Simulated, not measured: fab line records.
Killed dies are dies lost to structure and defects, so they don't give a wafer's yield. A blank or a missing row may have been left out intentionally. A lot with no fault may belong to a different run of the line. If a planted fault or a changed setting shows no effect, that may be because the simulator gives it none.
fab line records	flow nand-harc	part 1 of 2: steps 1 to 27 of 43
record: lots: 5	wafers: 15	last-day: 24
route steps=1159 shown A_STAIRCASE@710 A_SGD_CUT@747
lots with no fault: from the same line, run without faults
start-h: hours from the record's first day to the start of the lot's first wafer shown	wait-h: how many hours have passed since the lot's step before this one	" repeats the value in the row above	L1.1+2: several wafers, shown together as one row	- either no value or no given start	* or withheld: withheld	< > ~ a bound
route shown NAME@n: names a module that has steps shown in the file, with the first one's number in the route	usual: mean/standard deviation taken from wafers without a fault	same: alike in all rows	chamber/n: place in a boat	sites: per-site readings	_std_site: how widely they spread, as a standard deviation	_edge_site: mean of outer sites minus mean of inner sites	radius-mm: how far each site lies from the wafer's centre	mask NAME#n: copy n	behind: the most recent tool/chamber to have shaped the wafer	hold: the reason the lot was held/the length of the hold in hours/how it ended	device: whichever transistor did not switch (one of n, p or np)	end of line: the same wafers' tests at the end of the route	for a step that has no rows: nothing shown but its recipe	killed: dies lost to structure and defects at the first sort, not the wafer's yield	map: a wafer's dies, x killed, . not, _ none there
set.NAME: the setting the step ran with; set.NAME@STEP: the setting that earlier step ran with	model.NAME: the simulator's own value behind a step, which no gauge read
lots seen at some steps along the route; tables by step, rows by wafer
services: from which hour (start-h, from the record's first day; less than 0 if before it) a tool's chamber was out of use, for how many hours, and why
== steps ==
step: NHARC_A_STAIRCASE_DEP_322
recipe: target-thk-a: 38000	temp-c: 400	target-thk-nm: 3800	teos-flow-sccm: 200	rf-w: 500	material: SiO2
usual: heater-power-w: 623/92
lot.wafer	tool	chamber	start-h	wait-h	heater-power-w
L075.2	pecvd-02	0	298.13	0.7	696
L075.3	"	1	"	"	551
L075.5	"	0	"	"	559
L078.1	pecvd-01	2	304.45	0.3	692
L078.5	"	0	"	"	706
L078.4	"	2	"	"	577
L093.2	pecvd-02	0	380.94	0.1	646
L093.1	"	2	"	"	647
L093.6	"	0	"	"	524
L091.2	pecvd-02	1	385.08	0.1	468
L091.5	"	1	"	"	454
L091.6	"	2	"	"	546
L096.2	pecvd-04	2	409.08	0.2	683
L096.6	"	1	"	"	671
L096.5	"	2	"	"	559
step: NHARC_A_STAIRCASE_ANNEAL_323
recipe: temp-c: 750	time-s: 1800
usual: zone-power-upper-pct: 13.5/0.31
same: time-s: 1800
lot.wafer	tool	chamber	start-h	wait-h	zone-power-upper-pct
L075.2	furnace-01	0	307.35	-	13.3
L075.3	"	0	"	"	13.4
L075.5	"	0	"	"	13.4
L078.1	furnace-01	0	307.35	-	13.4
L078.4	"	0	"	"	13.4
L078.5	"	0	"	"	13.4
L091.2	furnace-06	0	385.94	-	14.1
L091.5	"	0	"	"	13.8
L091.6	"	0	"	"	14.1
L093.1	furnace-06	0	385.94	-	13.9
L093.2	"	0	"	"	14.0
L093.6	"	0	"	"	13.9
L096.2	furnace-01	0	411.57	-	13.4
L096.5	"	0	"	"	13.5
L096.6	"	0	"	"	13.6
step: NHARC_A_STAIRCASE_DEP_325
recipe: target-thk-a: 38000	temp-c: 400	target-thk-nm: 3800	teos-flow-sccm: 200	rf-w: 500	material: SiO2
usual: heater-power-w: 633/93
lot.wafer	tool	chamber	start-h	wait-h	heater-power-w
L075.2	pecvd-04	2	310.74	0.1	672
L075.3	"	0	"	"	725
L075.5	"	0	"	"	630
L078.1	pecvd-01	1	310.76	0.1	690
L078.4	"	1	"	"	582
L078.5	"	2	"	"	566
L093.2	pecvd-01	0	389.38	0.1	816
L093.1	"	2	"	"	704
L093.6	"	2	"	"	580
L091.2	pecvd-04	2	389.47	0.2	582
L091.5	"	1	"	"	663
L091.6	"	2	"	"	556
L096.2	pecvd-01	2	415.14	0.2	722
L096.5	"	1	"	"	575
L096.6	"	2	"	"	568
step: NHARC_A_STAIRCASE_ANNEAL_326
recipe: temp-c: 750	time-s: 1800
usual: zone-power-upper-pct: 13.35/0.19
same: time-s: 1800
lot.wafer	tool	chamber	start-h	wait-h	zone-power-upper-pct
L075.2	furnace-01	0	314.43	-	13.42
L075.3	"	0	"	"	13.40
L075.5	"	0	"	"	13.30
L078.1	furnace-01	0	314.43	-	13.26
L078.4	"	0	"	"	13.31
L078.5	"	0	"	"	13.34
L091.2	furnace-01	0	393.07	-	13.36
L091.5	"	0	"	"	13.42
L091.6	"	0	"	"	13.58
L093.1	furnace-01	0	393.07	-	13.24
L093.2	"	0	"	"	13.46
L093.6	"	0	"	"	13.48
L096.2	furnace-01	0	418.72	3.4	13.30
L096.5	"	0	"	"	13.44
L096.6	"	0	"	"	13.10
step: NHARC_A_STAIRCASE_DEHYDRATE_433
recipe: temp-c: 150	time-s: 120
same: time-s: 120
lot.wafer	tool	chamber	start-h	wait-h
L075.2+3+5	litho-track-07	0	317.87	0.1
L078.1+4+5	litho-track-05	0	317.89	0.1
L091.2+5+6	litho-track-07	0	396.50	0.1
L093.1+2+6	litho-track-05	0	396.53	0.1
L096.2+5+6	litho-track-02	0	422.10	0.1
step: NHARC_A_STAIRCASE_HMDS_434
recipe: time-s: 30
same: time-s: 30
lot.wafer	tool	chamber	start-h	wait-h
L075.2+3+5	litho-track-07	0	-	-
L078.1+4+5	litho-track-05	0	-	-
L091.2+5+6	litho-track-07	0	-	-
L093.1+2+6	litho-track-05	0	-	-
L096.2+5+6	litho-track-02	0	-	-
step: NHARC_A_STAIRCASE_COAT_435
recipe: spin-rpm: 1200
lot.wafer	tool	chamber	start-h	wait-h
L075.2+3+5	litho-track-07	0	-	-
L078.1+4+5	litho-track-05	0	-	-
L091.2+5+6	litho-track-07	0	-	-
L093.1+2+6	litho-track-05	0	-	-
L096.2+5+6	litho-track-02	0	-	-
step: NHARC_A_STAIRCASE_SOFTBAKE_436
recipe: temp-c: 135	time-s: 170
same: time-s: 170
lot.wafer	tool	chamber	start-h	wait-h
L075.2+3+5	litho-track-07	0	-	-
L078.1+4+5	litho-track-05	0	-	-
L091.2+5+6	litho-track-07	0	-	-
L093.1+2+6	litho-track-05	0	-	-
L096.2+5+6	litho-track-02	0	-	-
step: NHARC_A_STAIRCASE_EBR_437
lot.wafer	tool	chamber	start-h	wait-h
L075.2+3+5	litho-track-07	0	-	-
L078.1+4+5	litho-track-05	0	-	-
L091.2+5+6	litho-track-07	0	-	-
L093.1+2+6	litho-track-05	0	-	-
L096.2+5+6	litho-track-02	0	-	-
step: NHARC_A_STAIRCASE_EXPOSE_438
recipe: na: 0.5	dose-mj: 28.97	mask-id: STAIR_REV
same: na: 0.5
lot.wafer	tool	chamber	start-h	wait-h	mask
L075.2+3+5	krf-scanner-04	0	318.20	-	STAIR_REV#0
L078.1+4+5	krf-scanner-04	0	318.23	-	STAIR_REV#0
L091.2+5+6	krf-scanner-01	0	396.71	-	STAIR_REV#0
L093.1+2+6	krf-scanner-04	0	397.03	-	STAIR_REV#0
L096.2+5+6	krf-scanner-04	0	422.60	-	STAIR_REV#0
step: NHARC_A_STAIRCASE_PEB_439
recipe: peb-temp-c: 115	peb-time-s: 130
lot.wafer	tool	chamber	start-h	wait-h
L075.2+3+5	litho-track-02	0	318.27	0.1
L078.1+4+5	litho-track-07	0	318.30	0.1
L091.2+5+6	litho-track-02	0	396.77	0.1
L093.1+2+6	litho-track-05	0	397.09	0.1
L096.2+5+6	litho-track-07	0	422.66	0.1
step: NHARC_A_STAIRCASE_DEVELOP_440
recipe: time-s: 140
same: time-s: 140
lot.wafer	tool	chamber	start-h	wait-h
L075.2+3+5	litho-track-02	0	-	-
L078.1+4+5	litho-track-07	0	-	-
L091.2+5+6	litho-track-02	0	-	-
L093.1+2+6	litho-track-05	0	-	-
L096.2+5+6	litho-track-07	0	-	-
step: NHARC_A_STAIRCASE_HARDBAKE_442
recipe: temp-c: 120	time-s: 140
same: time-s: 140
lot.wafer	tool	chamber	start-h	wait-h
L075.2+3+5	litho-track-02	0	318.49	-
L078.1+4+5	litho-track-07	0	318.52	-
L091.2+5+6	litho-track-05	0	397.00	-
L093.1+2+6	litho-track-02	0	397.31	-
L096.2+5+6	litho-track-02	0	422.88	-
step: NHARC_A_STAIRCASE_DESCUM_443
recipe: time-s: 3	o2-flow-sccm: 200	ar-flow-sccm: 0	bias-power-w: 0	chemistry: O2
usual: drypump-motor-current-A: 5.93/0.3	o2-flow-sccm: 199.9/0.59	oes-product-au: 1.005/0.013	rf-vpp-V: 58.0/0.87	showerhead-plenum-p-Torr: 1.95/0.065	throttle-valve-pct: 11.310/0.0089
same: time-s: 3
lot.wafer	tool	chamber	start-h	wait-h	drypump-motor-current-A	o2-flow-sccm	oes-product-au	rf-hours-counter-h	rf-vpp-V	showerhead-plenum-p-Torr	throttle-valve-pct
L075.2	rie-diel-07	2	318.58	-	5.85	199.6	1.028	21	58.7	1.92	11.313
L075.3	"	3	"	"	5.82	200.7	0.998	27	58.2	1.95	11.289
L075.5	"	1	"	"	6.04	200.4	0.991	-	56.8	1.92	11.313
L078.4	rie-diel-13	2	318.62	-	6.00	199.4	1.016	9	57.8	2.01	11.307
L078.1	"	0	"	"	5.64	199.8	1.007	11	59.5	2.05	11.309
L078.5	"	2	"	"	5.99	199.5	1.026	-	59.4	2.01	11.307
L091.2	rie-diel-07	3	397.08	-	5.81	199.7	1.001	53	58.0	1.94	11.300
L091.5	"	3	"	"	5.80	200.3	1.007	-	58.2	1.94	11.312
L091.6	"	0	"	"	6.30	199.2	0.997	-	58.6	1.87	11.300
L093.1	rie-diel-11	3	397.51	-	5.92	200.3	1.005	7	57.6	1.89	11.320
L093.2	"	2	"	"	6.47	199.0	1.006	10	58.9	1.96	11.318
L093.6	"	3	"	"	5.97	200.6	1.010	-	57.3	1.89	11.311
L096.2	rie-diel-07	1	422.99	-	6.04	199.7	0.997	3	58.1	1.91	11.309
L096.5	"	2	"	"	5.86	200.0	1.035	-	57.4	1.91	11.316
L096.6	"	3	"	"	5.79	199.3	1.024	-	58.3	1.94	11.288
step: NHARC_A_STAIRCASE_ETCH_444
recipe: target-depth-a: 1.02e+05	time-s: 3400	c4f8-flow-sccm: 20	o2-flow-sccm: 10	ar-flow-sccm: withheld	rf-w: 600	bias-w: 1000	chemistry: C4F8/O2
usual: oes-product-au: 0.937/0.017	rf-vpp-V: 809/3.9
same: time-s: 3400
lot.wafer	tool	chamber	start-h	wait-h	oes-product-au	rf-hours-counter-h	rf-vpp-V
L075.2	rie-diel-07	1	318.70	0.1	0.917	27	807
L075.3	"	3	"	"	0.921	28	810
L075.5	"	2	"	"	0.944	-	807
L078.4	rie-diel-13	3	318.73	0.1	0.936	10	812
L078.1	"	1	"	"	0.936	11	813
L078.5	"	0	"	"	0.947	-	814
L093.2	rie-diel-11	3	397.84	0.3	0.941	8	806
L093.1	"	2	"	"	0.928	10	811
L093.6	"	2	400.27	2.7	0.939	-	809
L091.2	rie-diel-07	1	397.88	0.8	0.924	57	807
L091.6	"	2	"	"	0.940	-	808
L091.5	"	3	"	"	0.911	-	809
L096.2	rie-diel-07	0	423.05	0.1	0.982	3	806
L096.6	"	0	"	"	0.972	-	806
L096.5	"	1	"	"	0.954	-	807
step: NHARC_A_STAIRCASE_STRIP_446
recipe: power-w: 1500	temp-c: 250	chemistry: O2
usual: drypump-motor-current-A: 5.66/0.24	heater-power-w: 319/24
lot.wafer	tool	chamber	start-h	wait-h	drypump-motor-current-A	heater-power-w	rf-hours-counter-h
L075.2	plasma-asher-02	0	320.98	0.0	5.81	331	43
L075.3	"	0	"	"	5.78	333	-
L075.5	"	0	"	"	5.77	333	-
L078.1	plasma-asher-01	0	321.07	0.1	5.68	281	9
L078.4	"	1	"	"	5.89	325	-
L078.5	"	0	"	"	5.67	282	-
L091.2	plasma-asher-02	0	399.43	0.0	5.77	347	10
L091.6	"	0	"	"	5.77	352	-
L091.5	"	1	"	"	5.33	323	-
L093.2	plasma-asher-01	0	401.62	0.1	5.67	283	40
L093.1	"	1	"	"	5.95	322	40
L093.6	"	0	"	"	5.66	286	-
L096.2	plasma-asher-02	1	426.56	1.3	5.31	328	21
L096.6	"	1	"	"	5.30	324	-
L096.5	"	0	"	"	5.79	343	-
step: NHARC_A_STAIRCASE_STRIP_447
recipe: time-s: 900	temp-c: 130	chemistry: SPM
same: time-s: 900
lot.wafer	tool	chamber	start-h	wait-h
L075.5+2+3	wet-bench-09	5,1,2	321.33	0.1
L078.4+1+5	wet-bench-04	6,0,1	321.38	0.2
L091.2+5+6	wet-bench-07	1,3,4	399.78	0.3
L093.2+1+6	wet-bench-04	3,5,7	401.97	0.3
L096.6+5+2	wet-bench-04	6,0,1	426.93	0.1
step: NHARC_A_STAIRCASE_PRECLEAN_448
recipe: time-s: *	temp-c: 50	bath-age-min: 0	chemistry: SC1
same: time-s: *
lot.wafer	tool	chamber	start-h	wait-h
L075.5+2+3	wet-bench-09	5,1,2	-	-
L078.4+1+5	wet-bench-04	6,0,1	-	-
L091.2+5+6	wet-bench-07	1,3,4	-	-
L093.2+1+6	wet-bench-04	3,5,7	-	-
L096.6+5+2	wet-bench-04	6,0,1	-	-
step: NHARC_A_STAIRCASE_SRD_449
lot.wafer	tool	chamber	start-h	wait-h
L075.5+2+3	wet-bench-09	5,1,2	-	-
L078.4+1+5	wet-bench-04	6,0,1	-	-
L091.2+5+6	wet-bench-07	1,3,4	-	-
L093.2+1+6	wet-bench-04	3,5,7	-	-
L096.6+5+2	wet-bench-04	6,0,1	-	-
step: NHARC_A_STAIRCASE_CMP_450
recipe: target-thk-nm: 200	material: SiO2
usual: motor-current-A: 12.2/1.3	retaining-ring-pressure-frac: 1.000/0.0045
lot.wafer	tool	chamber	start-h	wait-h	motor-current-A	retaining-ring-pressure-frac
L075.3	cmp-04	1	321.80	-	14.1	1.007
L075.2	"	2	"	"	13.7	1.002
L075.5	"	1	"	"	13.1	0.999
L078.4	cmp-02	2	321.86	-	10.1	0.991
L078.1	"	0	"	"	10.7	1.009
L078.5	"	1	"	"	11.0	1.003
L091.2	cmp-02	0	400.27	-	11.4	1.003
L091.5	"	1	"	"	11.2	1.000
L091.6	"	2	"	"	10.6	0.995
L093.2	cmp-01	3	402.42	-	9.7	0.998
L093.1	"	0	"	"	13.5	1.007
L093.6	"	3	"	"	9.4	1.001
L096.2	cmp-04	3	427.38	-	11.9	0.996
L096.5	"	1	"	"	13.1	1.001
L096.6	"	2	"	"	13.7	1.008
step: NHARC_A_STAIRCASE_CMP_152
usual: motor-current-A: 12.2/1.3	retaining-ring-pressure-frac: 1.001/0.0053
lot.wafer	tool	chamber	start-h	wait-h	motor-current-A	retaining-ring-pressure-frac
L075.3	cmp-04	1	321.87	0.1	13.2	1.002
L075.2	"	2	"	"	13.0	1.000
L075.5	"	1	"	"	13.6	1.008
L078.4	cmp-02	2	321.93	0.1	10.5	1.008
L078.1	"	0	"	"	11.1	0.990
L078.5	"	1	"	"	11.0	0.996
L091.2	cmp-02	0	400.35	0.1	11.7	0.997
L091.5	"	1	"	"	11.3	0.995
L091.6	"	2	"	"	10.7	0.999
L093.2	cmp-01	3	402.49	0.1	9.4	1.001
L093.1	"	0	"	"	13.9	0.996
L093.6	"	3	"	"	9.7	1.005
L096.2	cmp-04	3	427.46	0.1	12.0	0.997
L096.5	"	1	"	"	13.3	1.002
L096.6	"	2	"	"	13.7	1.005
step: NHARC_A_STAIRCASE_SRD_154
lot.wafer	tool	chamber	start-h	wait-h
L075.2+5+3	wet-bench-07	7,2,3	322.16	0.0
L078.1+5+4	wet-bench-09	4,5,6	322.21	0.0
L091.6+2+5	wet-bench-07	1,3,4	400.60	0.0
L093.2+1+6	wet-bench-07	0,3,4	402.78	0.0
L096.2+6+5	wet-bench-04	4,5,1	427.72	0.0
step: NHARC_A_STAIRCASE_ETCH_403
recipe: target-depth-a: 1082	chemistry: dHF	material: SiO2
lot.wafer	tool	chamber	start-h	wait-h
L075.2+5+3	wet-bench-07	7,2,3	322.18	0.0
L078.1+5+4	wet-bench-09	4,5,6	322.23	0.0
L091.6+2+5	wet-bench-07	1,3,4	400.62	0.0
L093.2+1+6	wet-bench-07	0,3,4	402.81	0.0
L096.2+6+5	wet-bench-04	4,5,1	427.74	0.0
step: NHARC_A_STAIRCASE_ETCHBACK_422
recipe: target-depth-a: 400	over-etch-frac: 0.3	time-s: 74.286	ion-energy-ev: 120	ch3f-flow-sccm: 50	o2-flow-sccm: 30	ar-flow-sccm: 200	rf-w: 500	bias-w: 100	chemistry: CH3F/O2
usual: drypump-motor-current-A: 5.9/0.31	o2-flow-sccm: 30.02/0.077	oes-product-au: 0.96/0.038	rf-vpp-V: 244.9/1.5	showerhead-plenum-p-Torr: 2.49/0.086	throttle-valve-pct: 20.664/0.0092
same: time-s: 74.286
lot.wafer	tool	chamber	start-h	wait-h	drypump-motor-current-A	o2-flow-sccm	oes-product-au	rf-hours-counter-h	rf-vpp-V	showerhead-plenum-p-Torr	throttle-valve-pct
L075.2	rie-diel-13	2	322.35	0.2	6.0	30.05	1.02	11	246.2	2.58	20.652
L075.3	"	3	"	"	5.6	29.95	0.98	13	244.7	2.58	20.658
L075.5	"	1	"	"	5.6	30.07	1.00	-	245.4	2.57	20.664
L078.4	rie-diel-13	2	322.44	0.2	6.0	30.10	0.99	11	247.1	2.58	20.661
L078.1	"	3	"	"	5.6	30.05	0.96	13	246.3	2.58	20.643
L078.5	"	1	"	"	5.6	30.02	0.97	-	245.8	2.57	20.658
L091.2	rie-diel-13	2	400.82	0.2	6.0	29.99	0.94	42	245.3	2.57	20.650
L091.6	"	1	"	"	5.6	29.90	0.93	-	245.4	2.56	20.662
L091.5	"	2	"	"	6.0	30.00	0.95	-	246.0	2.57	20.657
L093.2	rie-diel-07	3	402.96	0.1	5.8	30.11	0.92	57	245.1	2.49	20.662
L093.1	"	1	"	"	6.0	30.06	0.93	59	245.5	2.45	20.666
L093.6	"	3	"	"	5.8	29.88	0.93	-	245.2	2.49	20.662
L096.2	rie-diel-11	3	427.92	0.2	5.9	29.77	0.94	19	243.7	2.43	20.677
L096.6	"	1	"	"	6.3	29.98	0.93	-	246.5	2.54	20.643
L096.5	"	2	"	"	6.5	29.96	0.91	-	245.0	2.51	20.678
step: NHARC_A_STAIRCASE_ETCH_423
recipe: target-depth-a: 300	chemistry: dHF	material: SiO2
lot.wafer	tool	chamber	start-h	wait-h
L075.2+5+3	wet-bench-04	0,2,4	322.51	0.1
L078.1+5+4	wet-bench-07	7,0,2	322.59	0.1
L091.6+2+5	wet-bench-07	5,6,0	400.99	0.1
L093.6+2+1	wet-bench-04	1,2,5	403.12	0.1
L096.6+2+5	wet-bench-04	2,3,4	428.07	0.1
step: NHARC_A_STAIRCASE_ETCHBACK_157
recipe: target-depth-a: 900	over-etch-frac: 0.3	time-s: 167.14	ion-energy-ev: 120	ch3f-flow-sccm: 50	o2-flow-sccm: 30	ar-flow-sccm: 200	rf-w: 500	bias-w: 100	chemistry: CH3F/O2
usual: drypump-motor-current-A: 5.9/0.32	o2-flow-sccm: 30.00/0.087	oes-product-au: 0.987/0.029	rf-vpp-V: 245.1/1.5	showerhead-plenum-p-Torr: 2.51/0.09	throttle-valve-pct: 20.663/0.0092
same: time-s: 167.14
lot.wafer	tool	chamber	start-h	wait-h	drypump-motor-current-A	o2-flow-sccm	oes-product-au	rf-hours-counter-h	rf-vpp-V	showerhead-plenum-p-Torr	throttle-valve-pct
L075.2	rie-diel-13	1	322.69	0.2	5.6	29.93	0.988	13	246.7	2.58	20.658
L075.3	"	3	"	"	5.6	30.11	0.988	13	246.9	2.58	20.655
L075.5	"	1	"	"	5.6	29.99	0.990	-	245.5	2.57	20.671
L078.4	rie-diel-13	2	322.83	0.2	6.0	30.02	1.005	11	246.5	2.58	20.676
L078.1	"	3	"	"	5.6	29.76	0.984	13	245.5	2.58	20.672
L078.5	"	2	"	"	6.0	30.02	1.010	-	244.6	2.58	20.673
L091.2	rie-diel-13	1	401.23	0.2	5.6	29.88	0.974	45	244.9	2.56	20.653
L091.6	"	2	"	"	6.0	30.03	1.001	-	245.6	2.57	20.647
L091.5	"	3	"	"	5.6	29.99	0.978	-	247.0	2.57	20.674
L093.1	rie-diel-07	2	403.31	0.1	5.8	29.99	0.968	54	245.3	2.45	20.672
L093.2	"	0	"	"	6.3	29.89	0.942	59	244.3	2.41	20.681
L093.6	"	3	"	"	5.8	30.10	0.951	-	244.3	2.49	20.665
L096.2	rie-diel-07	0	428.25	0.2	6.3	30.10	0.994	5	243.5	2.41	20.660
L096.5	"	0	"	"	6.3	30.09	0.995	-	242.8	2.41	20.656
L096.6	"	1	"	"	6.0	30.10	0.984	-	245.1	2.45	20.653
step: NHARC_A_STAIRCASE_STRIP_475
recipe: time-s: 20	o2-flow-sccm: 500	ar-flow-sccm: 0	bias-w: 0	chemistry: O2
usual: drypump-motor-current-A: 5.9/0.32	o2-flow-sccm: 500.1/1.4	oes-product-au: 1.006/0.013	rf-vpp-V: 58.0/0.87	showerhead-plenum-p-Torr: 3.61/0.12	throttle-valve-pct: 17.035/0.0085
same: time-s: 20
lot.wafer	tool	chamber	start-h	wait-h	drypump-motor-current-A	o2-flow-sccm	oes-product-au	rf-hours-counter-h	rf-vpp-V	showerhead-plenum-p-Torr	throttle-valve-pct
L075.2	rie-diel-13	2	-	-	6.0	500.6	1.020	11	58.5	3.70	17.023
L075.3	"	3	"	"	5.7	499.8	0.979	13	57.9	3.70	17.034
L075.5	"	1	"	"	5.6	500.2	0.989	-	58.2	3.69	17.031
L078.1	rie-diel-13	0	-	-	5.6	498.0	1.003	15	58.4	3.76	17.036
L078.4	"	1	"	"	5.6	499.8	0.998	13	58.3	3.69	17.036
L078.5	"	3	"	"	5.6	498.6	0.991	-	59.1	3.70	17.035
L091.2	rie-diel-13	3	-	-	5.6	499.9	0.980	44	57.8	3.68	17.047
L091.6	"	2	"	"	6.0	501.7	1.001	-	58.5	3.68	17.028
L091.5	"	3	"	"	5.6	500.5	0.985	-	59.0	3.68	17.056
L093.2	rie-diel-07	1	-	-	6.1	499.5	1.006	59	57.7	3.52	17.041
L093.1	"	3	"	"	5.8	500.1	1.007	57	58.1	3.57	17.040
L093.6	"	1	"	"	6.0	501.8	1.022	-	59.4	3.52	17.030
L096.2	rie-diel-07	1	-	-	6.1	499.8	0.982	6	58.5	3.51	17.038
L096.5	"	1	"	"	6.1	499.7	0.992	-	58.3	3.52	17.022
L096.6	"	2	"	"	5.9	501.0	1.026	-	56.8	3.51	17.031
